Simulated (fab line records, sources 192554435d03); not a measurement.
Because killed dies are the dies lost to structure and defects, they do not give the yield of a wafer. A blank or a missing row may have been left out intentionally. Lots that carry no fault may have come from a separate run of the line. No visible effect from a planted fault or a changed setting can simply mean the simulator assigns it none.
fab line records | flow n5_finfet
record lots=24 | wafers=72 | last_day=18
route steps=1938 shown BEOL_M2@909 BEOL_M3@954
lots with no fault: from the same line, run without faults
start_h: the number of hours between the record's first day and the start of the first shown wafer of the lot | wait_h: time in hours since the lot's previous step | " unchanged from the row above | L1.1+2: a single row standing in for several wafers | - either no value or no given start | * or withheld: withheld | < > ~ a bound
route shown NAME@n: a module of which the file shows steps, and the number in the route of the first | usual: mean/standard deviation of fault-free wafers | same: alike in all rows | chamber/n: place in a boat | sites: each site's reading | _std_site: their standard deviation | _edge_site: mean of outer sites minus mean of inner sites | radius_mm: for every site, how far away it sits from the centre of the wafer | mask NAME#n: copy n | behind: the most recent tool/chamber to have shaped the wafer | hold: the reason the lot was held/the length of the hold in hours/how it ended | device: transistor that didn't switch, given as n, p or np | end of line: tests run on the same wafers once the route is complete | a step given without rows: its recipe and nothing more | killed: count of dies lost to structure and defects at first sort (not the wafer's yield) | map: a wafer's dies, x killed, . not, _ none there
set.NAME: the setting that was run; set.NAME@STEP: the one run at that earlier step | model.NAME: the simulator's own value behind a step, which no gauge read
route steps across a sampled set of lots; one table per step, one row per wafer
services: a tool's chamber out of use, with start hour (start_h, from the record's first day; less than 0 if before it), hours out, and reason
## steps
# step N5_BEOL_M2_ANNEAL_82
# recipe temp_c=400 | time_s=240 | ambient=vacuum
# usual heater_power_w=810/81
lot.wafer | tool           | chamber | start_h | wait_h | heater_power_w
L074.2    | pvd_sputter-01 | -       | 140.56  | 0.0    | 870
L074.3    | "              | -       | "       | "      | 809
L074.4    | "              | -       | "       | "      | 853
L075.1    | pvd_sputter-01 | -       | 143.78  | 0.0    | 688
L075.2    | "              | -       | "       | "      | 849
L075.3    | "              | -       | "       | "      | 813
L076.1    | pvd_sputter-02 | -       | 150.43  | 0.0    | 796
L076.2    | "              | -       | "       | "      | 980
L076.5    | "              | -       | "       | "      | 878
L077.3    | pvd_sputter-01 | -       | 160.94  | 0.0    | 685
L077.4    | "              | -       | "       | "      | 862
L077.6    | "              | -       | "       | "      | 837
L078.4    | pvd_sputter-02 | -       | 168.09  | 0.0    | 857
L078.5    | "              | -       | "       | "      | 989
L078.6    | "              | -       | "       | "      | 954
L079.2    | pvd_sputter-03 | -       | 173.15  | 0.0    | 786
L079.3    | "              | -       | "       | "      | 791
L079.6    | "              | -       | "       | "      | 814
L080.1    | pvd_sputter-01 | -       | 176.18  | 0.0    | 835
L080.3    | "              | -       | "       | "      | 817
L080.4    | "              | -       | "       | "      | 681
L081.1    | pvd_sputter-01 | -       | 186.64  | 0.0    | 875
L081.2    | "              | -       | "       | "      | 690
L081.6    | "              | -       | "       | "      | 702
L082.2    | pvd_sputter-03 | -       | 190.77  | 0.0    | 814
L082.4    | "              | -       | "       | "      | 778
L082.5    | "              | -       | "       | "      | 688
L084.1    | pvd_sputter-02 | -       | 193.12  | 0.0    | 1015
L084.5    | "              | -       | "       | "      | 798
L084.6    | "              | -       | "       | "      | 857
L083.3    | pvd_sputter-01 | -       | 193.23  | 0.0    | 851
L083.4    | "              | -       | "       | "      | 792
L083.5    | "              | -       | "       | "      | 790
L085.2    | pvd_sputter-01 | -       | 205.61  | 0.0    | 874
L085.4    | "              | -       | "       | "      | 694
L085.5    | "              | -       | "       | "      | 864
L086.2    | pvd_sputter-02 | -       | 216.40  | 0.0    | 1002
L086.3    | "              | -       | "       | "      | 790
L086.6    | "              | -       | "       | "      | 803
L088.1    | pvd_sputter-03 | -       | 226.58  | 0.0    | 808
L088.4    | "              | -       | "       | "      | 861
L088.5    | "              | -       | "       | "      | 713
L087.2    | pvd_sputter-03 | -       | 228.42  | 0.0    | 859
L087.3    | "              | -       | "       | "      | 691
L087.5    | "              | -       | "       | "      | 857
L089.2    | pvd_sputter-03 | -       | 230.26  | 0.0    | 702
L089.3    | "              | -       | "       | "      | 869
L089.6    | "              | -       | "       | "      | 718
L090.2    | pvd_sputter-01 | -       | 235.30  | 0.0    | 856
L090.3    | "              | -       | "       | "      | 818
L090.5    | "              | -       | "       | "      | 889
L092.1    | pvd_sputter-01 | -       | 242.60  | 0.0    | 870
L092.2    | "              | -       | "       | "      | 837
L092.3    | "              | -       | "       | "      | 848
L091.1    | pvd_sputter-03 | -       | 242.89  | 0.0    | 810
L091.4    | "              | -       | "       | "      | 870
L091.5    | "              | -       | "       | "      | 799
L093.3    | pvd_sputter-01 | -       | 252.61  | 0.0    | 817
L093.5    | "              | -       | "       | "      | 819
L093.6    | "              | -       | "       | "      | 696
L094.1    | pvd_sputter-03 | -       | 255.93  | 0.0    | 787
L094.4    | "              | -       | "       | "      | 806
L094.5    | "              | -       | "       | "      | 790
L095.2    | pvd_sputter-03 | -       | 278.09  | 0.0    | 815
L095.4    | "              | -       | "       | "      | 774
L095.6    | "              | -       | "       | "      | 701
L096.1    | pvd_sputter-03 | -       | 280.61  | 0.0    | 709
L096.2    | "              | -       | "       | "      | 780
L096.4    | "              | -       | "       | "      | 812
L097.2    | pvd_sputter-03 | -       | 284.25  | 0.0    | 693
L097.4    | "              | -       | "       | "      | 789
L097.5    | "              | -       | "       | "      | 794
# step N5_BEOL_M2_ANNEAL_91
# recipe temp_c=400 | time_s=240 | ambient=vacuum
# usual heater_power_w=809/83
lot.wafer | tool           | chamber | start_h | wait_h | heater_power_w
L074.2    | pvd_sputter-01 | -       | 141.22  | 0.0    | 856
L074.3    | "              | -       | "       | "      | 807
L074.4    | "              | -       | "       | "      | 852
L075.1    | pvd_sputter-01 | -       | 144.44  | 0.0    | 689
L075.2    | "              | -       | "       | "      | 845
L075.3    | "              | -       | "       | "      | 801
L076.1    | pvd_sputter-02 | -       | 151.09  | 0.0    | 785
L076.2    | "              | -       | "       | "      | 973
L076.5    | "              | -       | "       | "      | 863
L077.3    | pvd_sputter-01 | -       | 161.60  | 0.0    | 674
L077.4    | "              | -       | "       | "      | 875
L077.6    | "              | -       | "       | "      | 883
L078.4    | pvd_sputter-02 | -       | 168.75  | 0.0    | 891
L078.5    | "              | -       | "       | "      | 985
L078.6    | "              | -       | "       | "      | 969
L079.2    | pvd_sputter-03 | -       | 173.81  | 0.0    | 767
L079.3    | "              | -       | "       | "      | 806
L079.6    | "              | -       | "       | "      | 803
L080.1    | pvd_sputter-01 | -       | 176.86  | 0.0    | 854
L080.3    | "              | -       | "       | "      | 812
L080.4    | "              | -       | "       | "      | 694
L081.1    | pvd_sputter-01 | -       | 187.30  | 0.0    | 869
L081.2    | "              | -       | "       | "      | 690
L081.6    | "              | -       | "       | "      | 699
L082.2    | pvd_sputter-03 | -       | 191.43  | 0.0    | 780
L082.4    | "              | -       | "       | "      | 777
L082.5    | "              | -       | "       | "      | 717
L084.1    | pvd_sputter-02 | -       | 193.78  | 0.0    | 1033
L084.5    | "              | -       | "       | "      | 802
L084.6    | "              | -       | "       | "      | 866
L083.3    | pvd_sputter-01 | -       | 193.89  | 0.0    | 836
L083.4    | "              | -       | "       | "      | 808
L083.5    | "              | -       | "       | "      | 782
L085.2    | pvd_sputter-01 | -       | 206.27  | 0.0    | 867
L085.4    | "              | -       | "       | "      | 670
L085.5    | "              | -       | "       | "      | 875
L086.2    | pvd_sputter-02 | -       | 217.06  | 0.0    | 1031
L086.3    | "              | -       | "       | "      | 795
L086.6    | "              | -       | "       | "      | 790
L088.1    | pvd_sputter-03 | -       | 227.24  | 0.0    | 793
L088.4    | "              | -       | "       | "      | 841
L088.5    | "              | -       | "       | "      | 714
L087.2    | pvd_sputter-03 | -       | 229.08  | 0.0    | 833
L087.3    | "              | -       | "       | "      | 690
L087.5    | "              | -       | "       | "      | 853
L089.2    | pvd_sputter-03 | -       | 230.92  | 0.0    | 696
L089.3    | "              | -       | "       | "      | 858
L089.6    | "              | -       | "       | "      | 702
L090.2    | pvd_sputter-01 | -       | 235.96  | 0.0    | 869
L090.3    | "              | -       | "       | "      | 800
L090.5    | "              | -       | "       | "      | 875
L092.1    | pvd_sputter-01 | -       | 243.26  | 0.0    | 868
L092.2    | "              | -       | "       | "      | 803
L092.3    | "              | -       | "       | "      | 851
L091.1    | pvd_sputter-03 | -       | 243.55  | 0.0    | 818
L091.4    | "              | -       | "       | "      | 861
L091.5    | "              | -       | "       | "      | 813
L093.3    | pvd_sputter-01 | -       | 253.27  | 0.0    | 811
L093.5    | "              | -       | "       | "      | 811
L093.6    | "              | -       | "       | "      | 698
L094.1    | pvd_sputter-03 | -       | 256.59  | 0.0    | 785
L094.4    | "              | -       | "       | "      | 814
L094.5    | "              | -       | "       | "      | 828
L095.2    | pvd_sputter-03 | -       | 278.75  | 0.0    | 807
L095.4    | "              | -       | "       | "      | 770
L095.6    | "              | -       | "       | "      | 701
L096.1    | pvd_sputter-03 | -       | 281.27  | 0.0    | 709
L096.2    | "              | -       | "       | "      | 783
L096.4    | "              | -       | "       | "      | 783
L097.2    | pvd_sputter-03 | -       | 284.91  | 0.0    | 716
L097.4    | "              | -       | "       | "      | 809
L097.5    | "              | -       | "       | "      | 773
# step N5_BEOL_M2_SPUTTER_92
# recipe material=Cu | target_thk_a=45 | temp_c=-20 | chamber_pressure_pa=0.07 | power_w=withheld | time_s=8.29
# usual throttle_valve_pct=30.2/0.94
lot.wafer | tool           | chamber | start_h | wait_h | throttle_valve_pct
L074.2    | pvd_sputter-01 | -       | 141.36  | 0.1    | 30.7
L074.3    | "              | -       | "       | "      | 29.6
L074.4    | "              | -       | "       | "      | 30.9
L075.1    | pvd_sputter-01 | -       | 144.58  | 0.1    | 29.8
L075.2    | "              | -       | "       | "      | 30.8
L075.3    | "              | -       | "       | "      | 30.0
L076.1    | pvd_sputter-02 | -       | 151.23  | 0.1    | 30.0
L076.2    | "              | -       | "       | "      | 30.6
L076.5    | "              | -       | "       | "      | 28.1
L077.3    | pvd_sputter-01 | -       | 161.74  | 0.1    | 29.6
L077.4    | "              | -       | "       | "      | 30.9
L077.6    | "              | -       | "       | "      | 30.4
L078.4    | pvd_sputter-02 | -       | 168.89  | 0.1    | 27.9
L078.5    | "              | -       | "       | "      | 32.9
L078.6    | "              | -       | "       | "      | 30.4
L079.2    | pvd_sputter-03 | -       | 173.95  | 0.1    | 30.4
L079.3    | "              | -       | "       | "      | 30.0
L079.6    | "              | -       | "       | "      | 29.8
L080.1    | pvd_sputter-01 | -       | 177.00  | 0.1    | 30.7
L080.3    | "              | -       | "       | "      | 29.9
L080.4    | "              | -       | "       | "      | 29.8
L081.1    | pvd_sputter-01 | -       | 187.44  | 0.1    | 30.3
L081.2    | "              | -       | "       | "      | 29.8
L081.6    | "              | -       | "       | "      | 29.9
L082.2    | pvd_sputter-03 | -       | 191.57  | 0.1    | 30.1
L082.4    | "              | -       | "       | "      | 30.3
L082.5    | "              | -       | "       | "      | 30.7
L084.1    | pvd_sputter-02 | -       | 193.92  | 0.1    | 32.6
L084.5    | "              | -       | "       | "      | 30.1
L084.6    | "              | -       | "       | "      | 27.7
L083.3    | pvd_sputter-01 | -       | 194.03  | 0.1    | 30.8
L083.4    | "              | -       | "       | "      | 29.7
L083.5    | "              | -       | "       | "      | 29.9
L085.2    | pvd_sputter-01 | -       | 206.41  | 0.1    | 30.6
L085.4    | "              | -       | "       | "      | 29.5
L085.5    | "              | -       | "       | "      | 31.0
L086.2    | pvd_sputter-02 | -       | 217.20  | 0.1    | 33.1
L086.3    | "              | -       | "       | "      | 29.9
L086.6    | "              | -       | "       | "      | 30.0
L088.1    | pvd_sputter-03 | -       | 227.38  | 0.1    | 30.1
L088.4    | "              | -       | "       | "      | 28.7
L088.5    | "              | -       | "       | "      | 30.8
L087.2    | pvd_sputter-03 | -       | 229.22  | 0.1    | 29.1
L087.3    | "              | -       | "       | "      | 31.2
L087.5    | "              | -       | "       | "      | 29.3
L089.2    | pvd_sputter-03 | -       | 231.06  | 0.1    | 31.0
L089.3    | "              | -       | "       | "      | 28.7
L089.6    | "              | -       | "       | "      | 31.0
L090.2    | pvd_sputter-01 | -       | 236.10  | 0.1    | 30.5
L090.3    | "              | -       | "       | "      | 29.7
L090.5    | "              | -       | "       | "      | 30.8
L092.1    | pvd_sputter-01 | -       | 243.40  | 0.1    | 30.6
L092.2    | "              | -       | "       | "      | 29.8
L092.3    | "              | -       | "       | "      | 31.0
L091.1    | pvd_sputter-03 | -       | 243.69  | 0.1    | 30.0
L091.4    | "              | -       | "       | "      | 28.9
L091.5    | "              | -       | "       | "      | 29.9
L093.3    | pvd_sputter-01 | -       | 253.41  | 0.1    | 29.9
L093.5    | "              | -       | "       | "      | 30.0
L093.6    | "              | -       | "       | "      | 29.8
L094.1    | pvd_sputter-03 | -       | 256.73  | 0.1    | 30.1
L094.4    | "              | -       | "       | "      | 29.8
L094.5    | "              | -       | "       | "      | 30.0
L095.2    | pvd_sputter-03 | -       | 278.89  | 0.1    | 30.0
L095.4    | "              | -       | "       | "      | 30.4
L095.6    | "              | -       | "       | "      | 31.2
L096.1    | pvd_sputter-03 | -       | 281.41  | 0.1    | 30.7
L096.2    | "              | -       | "       | "      | 30.4
L096.4    | "              | -       | "       | "      | 30.1
L097.2    | pvd_sputter-03 | -       | 285.05  | 0.1    | 31.0
L097.4    | "              | -       | "       | "      | 30.5
L097.5    | "              | -       | "       | "      | 30.6
# step N5_BEOL_M2_SPUTTER_96
# recipe material=Cu | target_thk_a=45 | temp_c=-20 | chamber_pressure_pa=0.07 | power_w=withheld | time_s=8.29
# usual throttle_valve_pct=30.2/0.94
lot.wafer | tool           | chamber | start_h | wait_h | throttle_valve_pct
L074.2    | pvd_sputter-01 | -       | 141.80  | 0.1    | 30.9
L074.3    | "              | -       | "       | "      | 29.8
L074.4    | "              | -       | "       | "      | 30.6
L075.1    | pvd_sputter-01 | -       | 145.02  | 0.1    | 29.8
L075.2    | "              | -       | "       | "      | 30.7
L075.3    | "              | -       | "       | "      | 29.7
L076.1    | pvd_sputter-02 | -       | 151.67  | 0.1    | 30.1
L076.2    | "              | -       | "       | "      | 30.4
L076.5    | "              | -       | "       | "      | 28.1
L077.3    | pvd_sputter-01 | -       | 162.18  | 0.1    | 29.7
L077.4    | "              | -       | "       | "      | 30.4
L077.6    | "              | -       | "       | "      | 30.8
L078.4    | pvd_sputter-02 | -       | 169.33  | 0.1    | 28.0
L078.5    | "              | -       | "       | "      | 32.8
L078.6    | "              | -       | "       | "      | 30.6
L079.2    | pvd_sputter-03 | -       | 174.39  | 0.1    | 30.2
L079.3    | "              | -       | "       | "      | 29.6
L079.6    | "              | -       | "       | "      | 30.2
L080.1    | pvd_sputter-01 | -       | 177.44  | 0.1    | 30.7
L080.3    | "              | -       | "       | "      | 29.9
L080.4    | "              | -       | "       | "      | 30.1
L081.1    | pvd_sputter-01 | -       | 187.88  | 0.1    | 30.6
L081.2    | "              | -       | "       | "      | 29.9
L081.6    | "              | -       | "       | "      | 29.7
L082.2    | pvd_sputter-03 | -       | 192.01  | 0.1    | 30.0
L082.4    | "              | -       | "       | "      | 30.4
L082.5    | "              | -       | "       | "      | 31.1
L084.1    | pvd_sputter-02 | -       | 194.36  | 0.1    | 32.8
L084.5    | "              | -       | "       | "      | 30.0
L084.6    | "              | -       | "       | "      | 28.2
L083.3    | pvd_sputter-01 | -       | 194.47  | 0.1    | 30.7
L083.4    | "              | -       | "       | "      | 29.8
L083.5    | "              | -       | "       | "      | 29.8
L085.2    | pvd_sputter-01 | -       | 206.85  | 0.1    | 31.0
L085.4    | "              | -       | "       | "      | 29.4
L085.5    | "              | -       | "       | "      | 30.8
L086.2    | pvd_sputter-02 | -       | 217.64  | 0.1    | 33.0
L086.3    | "              | -       | "       | "      | 30.0
L086.6    | "              | -       | "       | "      | 30.0
L088.1    | pvd_sputter-03 | -       | 227.82  | 0.1    | 29.9
L088.4    | "              | -       | "       | "      | 29.2
L088.5    | "              | -       | "       | "      | 30.8
L087.2    | pvd_sputter-03 | -       | 229.66  | 0.1    | 28.9
L087.3    | "              | -       | "       | "      | 30.9
L087.5    | "              | -       | "       | "      | 29.2
L089.2    | pvd_sputter-03 | -       | 231.50  | 0.1    | 31.0
L089.3    | "              | -       | "       | "      | 28.9
L089.6    | "              | -       | "       | "      | 31.2
L090.2    | pvd_sputter-01 | -       | 236.54  | 0.1    | 30.8
L090.3    | "              | -       | "       | "      | 29.8
L090.5    | "              | -       | "       | "      | 30.8
L092.1    | pvd_sputter-01 | -       | 243.84  | 0.1    | 30.2
L092.2    | "              | -       | "       | "      | 29.8
L092.3    | "              | -       | "       | "      | 30.8
L091.1    | pvd_sputter-03 | -       | 244.13  | 0.1    | 30.1
L091.4    | "              | -       | "       | "      | 28.8
L091.5    | "              | -       | "       | "      | 30.1
L093.3    | pvd_sputter-01 | -       | 253.85  | 0.1    | 29.9
L093.5    | "              | -       | "       | "      | 30.0
L093.6    | "              | -       | "       | "      | 29.8
L094.1    | pvd_sputter-03 | -       | 257.17  | 0.1    | 30.2
L094.4    | "              | -       | "       | "      | 30.0
L094.5    | "              | -       | "       | "      | 30.1
L095.2    | pvd_sputter-03 | -       | 279.33  | 0.1    | 30.2
L095.4    | "              | -       | "       | "      | 30.2
L095.6    | "              | -       | "       | "      | 31.0
L096.1    | pvd_sputter-03 | -       | 281.85  | 0.1    | 31.2
L096.2    | "              | -       | "       | "      | 30.3
L096.4    | "              | -       | "       | "      | 29.9
L097.2    | pvd_sputter-03 | -       | 285.49  | 0.1    | 31.0
L097.4    | "              | -       | "       | "      | 30.4
L097.5    | "              | -       | "       | "      | 30.7
# step N5_BEOL_M3_HM_OPEN_17
# recipe chemistry=Cl2/BCl3 | target_depth_a=200 | overetch_a=60 | target=TiN | mask_material=SOC | ion_energy_ev=150 | pressure_mtorr=10 | icp_w=1000 | bias_w=126 | Cl2_flow_sccm=53.25 | bcl3_flow_sccm=21.75 | Ar_flow_sccm=25
# usual drypump_motor_current_A=5.6/0.57 | oes_product_au=0.69/0.093 | throttle_valve_pct=21.96/0.16
lot.wafer | tool         | chamber | start_h | wait_h | drypump_motor_current_A | oes_product_au | rf_hours_counter_h | throttle_valve_pct
L074.2    | rie_metal-02 | 0       | 148.32  | 0.0    | 4.8                     | 0.68           | 37                 | 21.99
L074.3    | "            | 0       | "       | "      | 4.8                     | 0.68           | -                  | 21.99
L074.4    | "            | 1       | "       | "      | 6.0                     | 0.81           | -                  | 21.95
L075.1    | rie_metal-02 | 1       | 148.78  | 0.0    | 6.0                     | 0.81           | 1                  | 21.97
L075.2    | "            | 0       | "       | "      | 4.8                     | 0.68           | 37                 | 21.99
L075.3    | "            | 0       | "       | "      | 4.8                     | 0.68           | -                  | 21.99
L076.1    | rie_metal-02 | 0       | 154.24  | 0.0    | 4.8                     | 0.67           | 38                 | 21.99
L076.2    | "            | 1       | "       | "      | 6.0                     | 0.79           | 3                  | 21.95
L076.5    | "            | 0       | "       | "      | 4.8                     | 0.68           | -                  | 21.98
L077.3    | rie_metal-02 | 1       | 165.03  | 0.1    | 6.0                     | 0.79           | -                  | 21.94
L077.4    | "            | 0       | "       | "      | 4.8                     | 0.69           | -                  | 21.98
L077.6    | "            | 1       | "       | "      | 6.0                     | 0.79           | -                  | 21.95
L078.4    | rie_metal-02 | 1       | 172.40  | 0.1    | 6.0                     | 0.77           | -                  | 21.96
L078.5    | "            | 0       | "       | "      | 4.8                     | 0.67           | -                  | 22.00
L078.6    | "            | 1       | "       | "      | 6.0                     | 0.78           | -                  | 21.97
L079.2    | rie_metal-03 | 0       | 178.52  | 0.1    | 5.5                     | 0.52           | -                  | 22.05
L079.3    | "            | 0       | "       | "      | 5.5                     | 0.52           | -                  | 22.04
L079.6    | "            | 0       | "       | "      | 5.5                     | 0.52           | -                  | 22.05
L080.1    | rie_metal-02 | 0       | 180.91  | 0.0    | 4.8                     | 0.67           | 40                 | 21.99
L080.3    | "            | 0       | "       | "      | 4.8                     | 0.66           | -                  | 22.00
L080.4    | "            | 1       | "       | "      | 6.0                     | 0.78           | -                  | 21.97
L081.1    | rie_metal-01 | 0       | 192.06  | 0.0    | 6.5                     | 0.55           | 98                 | 22.12
L081.2    | "            | 1       | "       | "      | 5.1                     | 0.69           | 34                 | 21.81
L081.6    | "            | 0       | "       | "      | 6.5                     | 0.55           | -                  | 22.12
L082.2    | rie_metal-01 | 0       | 195.88  | 0.0    | 6.5                     | 0.56           | 99                 | 22.12
L082.4    | "            | 1       | "       | "      | 5.2                     | 0.68           | -                  | 21.80
L082.5    | "            | 1       | "       | "      | 5.2                     | 0.68           | -                  | 21.80
L084.1    | rie_metal-01 | 0       | 197.07  | 0.0    | 6.4                     | 0.56           | 99                 | 22.09
L084.5    | "            | 0       | "       | "      | 6.4                     | 0.55           | -                  | 22.09
L084.6    | "            | 1       | "       | "      | 5.2                     | 0.68           | -                  | 21.82
L083.3    | rie_metal-01 | 0       | 197.52  | 0.1    | 6.5                     | 0.56           | -                  | 22.10
L083.4    | "            | 1       | "       | "      | 5.2                     | 0.68           | -                  | 21.79
L083.5    | "            | 1       | "       | "      | 5.2                     | 0.68           | -                  | 21.81
L085.2    | rie_metal-03 | 1       | 209.24  | 0.0    | 6.2                     | 0.82           | 1                  | 22.18
L085.4    | "            | 1       | "       | "      | 6.1                     | 0.82           | -                  | 22.17
L085.5    | "            | 0       | "       | "      | 5.5                     | 0.52           | -                  | 22.05
L086.2    | rie_metal-01 | 0       | 220.06  | 0.0    | 6.5                     | 0.54           | 101                | 22.10
L086.3    | "            | 0       | "       | "      | 6.5                     | 0.54           | -                  | 22.11
L086.6    | "            | 1       | "       | "      | 5.2                     | 0.67           | -                  | 21.82
L088.1    | rie_metal-01 | 1       | 230.33  | 0.0    | 5.2                     | 0.67           | 39                 | 21.80
L088.4    | "            | 1       | "       | "      | 5.2                     | 0.68           | -                  | 21.81
L088.5    | "            | 1       | "       | "      | 5.2                     | 0.68           | -                  | 21.80
L087.2    | rie_metal-01 | 1       | 232.53  | 0.0    | 5.2                     | 0.67           | 39                 | 21.81
L087.3    | "            | 0       | "       | "      | 6.5                     | 0.55           | -                  | 22.11
L087.5    | "            | 1       | "       | "      | 5.2                     | 0.67           | -                  | 21.81
L089.2    | rie_metal-03 | 0       | 233.60  | 0.0    | 5.5                     | 0.82           | 0                  | 21.59
L089.3    | "            | 0       | "       | "      | 5.5                     | 0.81           | -                  | 21.62
L089.6    | "            | 0       | "       | "      | 5.5                     | 0.82           | -                  | 21.61
L090.2    | rie_metal-03 | 0       | 239.70  | 0.0    | 5.5                     | 0.81           | 1                  | 21.61
L090.3    | "            | 1       | "       | "      | 6.2                     | 0.79           | -                  | 22.17
L090.5    | "            | 0       | "       | "      | 5.5                     | 0.80           | -                  | 21.61
L092.1    | rie_metal-02 | 1       | 246.57  | 0.0    | 6.0                     | 0.76           | 8                  | 21.96
L092.2    | "            | 0       | "       | "      | 4.8                     | 0.66           | 43                 | 21.99
L092.3    | "            | 0       | "       | "      | 4.8                     | 0.67           | -                  | 22.00
L091.1    | rie_metal-03 | 1       | 246.65  | 0.0    | 6.1                     | 0.78           | 8                  | 22.20
L091.4    | "            | 0       | "       | "      | 5.5                     | 0.79           | -                  | 21.63
L091.5    | "            | 0       | "       | "      | 5.5                     | 0.79           | -                  | 21.64
L093.3    | rie_metal-01 | 1       | 256.01  | 0.1    | 5.2                     | 0.66           | -                  | 21.81
L093.5    | "            | 1       | "       | "      | 5.2                     | 0.67           | -                  | 21.82
L093.6    | "            | 1       | "       | "      | 5.2                     | 0.66           | -                  | 21.81
L094.1    | rie_metal-03 | 1       | 259.69  | 0.0    | 6.2                     | 0.77           | 9                  | 22.18
L094.4    | "            | 0       | "       | "      | 5.5                     | 0.79           | -                  | 21.63
L094.5    | "            | 0       | "       | "      | 5.5                     | 0.78           | -                  | 21.64
L095.2    | rie_metal-02 | 0       | 283.10  | 0.0    | 4.8                     | 0.66           | 45                 | 21.99
L095.4    | "            | 0       | "       | "      | 4.8                     | 0.66           | -                  | 22.00
L095.6    | "            | 0       | "       | "      | 4.8                     | 0.66           | -                  | 21.98
L096.1    | rie_metal-03 | 1       | 283.92  | 0.0    | 6.1                     | 0.76           | 12                 | 22.20
L096.2    | "            | 0       | "       | "      | 5.5                     | 0.76           | 6                  | 21.63
L096.4    | "            | 0       | "       | "      | 5.5                     | 0.76           | -                  | 21.64
L097.2    | rie_metal-02 | 1       | 288.98  | 0.0    | 6.0                     | 0.74           | 13                 | 21.98
L097.4    | "            | 0       | "       | "      | 4.8                     | 0.66           | -                  | 22.00
L097.5    | "            | 0       | "       | "      | 4.8                     | 0.66           | -                  | 22.01
# step N5_BEOL_M3_INSPECT_30
# recipe mode=adi | inspect_instrument=brightfield
# usual raw_defect_count=446/130
lot.wafer | tool              | chamber | start_h | wait_h | raw_defect_count
L074.2    | defect_inspect-01 | -       | 148.97  | 0.0    | 496
L074.3    | "                 | -       | "       | "      | 461
L074.4    | "                 | -       | "       | "      | 551
L075.1    | defect_inspect-02 | -       | 149.56  | 0.1    | 521
L075.2    | "                 | -       | "       | "      | 409
L075.3    | "                 | -       | "       | "      | 440
L076.1    | defect_inspect-02 | -       | 154.85  | 0.1    | 536
L076.2    | "                 | -       | "       | "      | 464
L076.5    | "                 | -       | "       | "      | 446
L077.3    | defect_inspect-01 | -       | 165.75  | 0.0    | 385
L077.4    | "                 | -       | "       | "      | 361
L077.6    | "                 | -       | "       | "      | 295
L078.4    | defect_inspect-01 | -       | 172.97  | 0.0    | 379
L078.5    | "                 | -       | "       | "      | 398
L078.6    | "                 | -       | "       | "      | 335
L079.2    | defect_inspect-01 | -       | 179.17  | 0.0    | 318
L079.3    | "                 | -       | "       | "      | 292
L079.6    | "                 | -       | "       | "      | 276
L080.1    | defect_inspect-02 | -       | 181.65  | 0.1    | 561
L080.3    | "                 | -       | "       | "      | 797
L080.4    | "                 | -       | "       | "      | 486
L081.1    | defect_inspect-01 | -       | 192.79  | 0.1    | 415
L081.2    | "                 | -       | "       | "      | 393
L081.6    | "                 | -       | "       | "      | 418
L082.2    | defect_inspect-01 | -       | 196.60  | 0.0    | 431
L082.4    | "                 | -       | "       | "      | 326
L082.5    | "                 | -       | "       | "      | 384
L084.1    | defect_inspect-01 | -       | 197.79  | 0.1    | 327
L084.5    | "                 | -       | "       | "      | 413
L084.6    | "                 | -       | "       | "      | 404
L083.3    | defect_inspect-02 | -       | 198.32  | 0.0    | 464
L083.4    | "                 | -       | "       | "      | 563
L083.5    | "                 | -       | "       | "      | 517
L085.2    | defect_inspect-01 | -       | 209.83  | 0.0    | 276
L085.4    | "                 | -       | "       | "      | 350
L085.5    | "                 | -       | "       | "      | 254
L086.2    | defect_inspect-02 | -       | 220.65  | 0.0    | 382
L086.3    | "                 | -       | "       | "      | 432
L086.6    | "                 | -       | "       | "      | 378
L088.1    | defect_inspect-01 | -       | 230.93  | 0.1    | 458
L088.4    | "                 | -       | "       | "      | 522
L088.5    | "                 | -       | "       | "      | 774
L087.2    | defect_inspect-01 | -       | 233.13  | 0.0    | 398
L087.3    | "                 | -       | "       | "      | 605
L087.5    | "                 | -       | "       | "      | 335
L089.2    | defect_inspect-02 | -       | 234.45  | 0.0    | 710
L089.3    | "                 | -       | "       | "      | 535
L089.6    | "                 | -       | "       | "      | 849
L090.2    | defect_inspect-01 | -       | 240.42  | 0.0    | 330
L090.3    | "                 | -       | "       | "      | 309
L090.5    | "                 | -       | "       | "      | 289
L092.1    | defect_inspect-02 | -       | 247.17  | 0.1    | 386
L092.2    | "                 | -       | "       | "      | 431
L092.3    | "                 | -       | "       | "      | 383
L091.1    | defect_inspect-01 | -       | 247.37  | 0.1    | 687
L091.4    | "                 | -       | "       | "      | 670
L091.5    | "                 | -       | "       | "      | 678
L093.3    | defect_inspect-01 | -       | 256.76  | 0.1    | 436
L093.5    | "                 | -       | "       | "      | 429
L093.6    | "                 | -       | "       | "      | 353
L094.1    | defect_inspect-01 | -       | 260.27  | 0.1    | 448
L094.4    | "                 | -       | "       | "      | 288
L094.5    | "                 | -       | "       | "      | 431
L095.2    | defect_inspect-02 | -       | 283.82  | 0.0    | 447
L095.4    | "                 | -       | "       | "      | 424
L095.6    | "                 | -       | "       | "      | 388
L096.1    | defect_inspect-02 | -       | 284.51  | 0.1    | 483
L096.2    | "                 | -       | "       | "      | 388
L096.4    | "                 | -       | "       | "      | 390
L097.2    | defect_inspect-02 | -       | 289.56  | 0.0    | 454
L097.4    | "                 | -       | "       | "      | 472
L097.5    | "                 | -       | "       | "      | 459
## services
tool           | chamber | start_h | hours | kind
rie_metal-03   | 0       | 123.14  | 25.4  | repair
pvd_sputter-03 | -       | 134.61  | 4.0   | repair
rie_metal-01   | 1       | 162.67  | 5.4   | repair
rie_metal-03   | 1       | 172.00  | -     | clean
rie_metal-03   | 1       | 172.00  | 22.1  | scheduled_down
rie_metal-03   | 1       | 172.00  | 22.1  | vent_cycle
rie_metal-02   | -       | 205.59  | 28.1  | pm
rie_metal-03   | 0       | 219.62  | -     | clean
rie_metal-03   | 0       | 219.62  | 13.4  | scheduled_down
rie_metal-03   | 0       | 219.62  | 13.4  | vent_cycle
rie_metal-03   | -       | 230.48  | 1.4   | pm
rie_metal-02   | -       | 233.69  | 2.8   | pm
rie_metal-02   | 0       | 249.11  | 16.4  | repair
rie_metal-01   | 0       | 249.94  | 7.1   | repair
rie_metal-03   | 0       | 285.62  | 1.4   | repair
## key
fault none
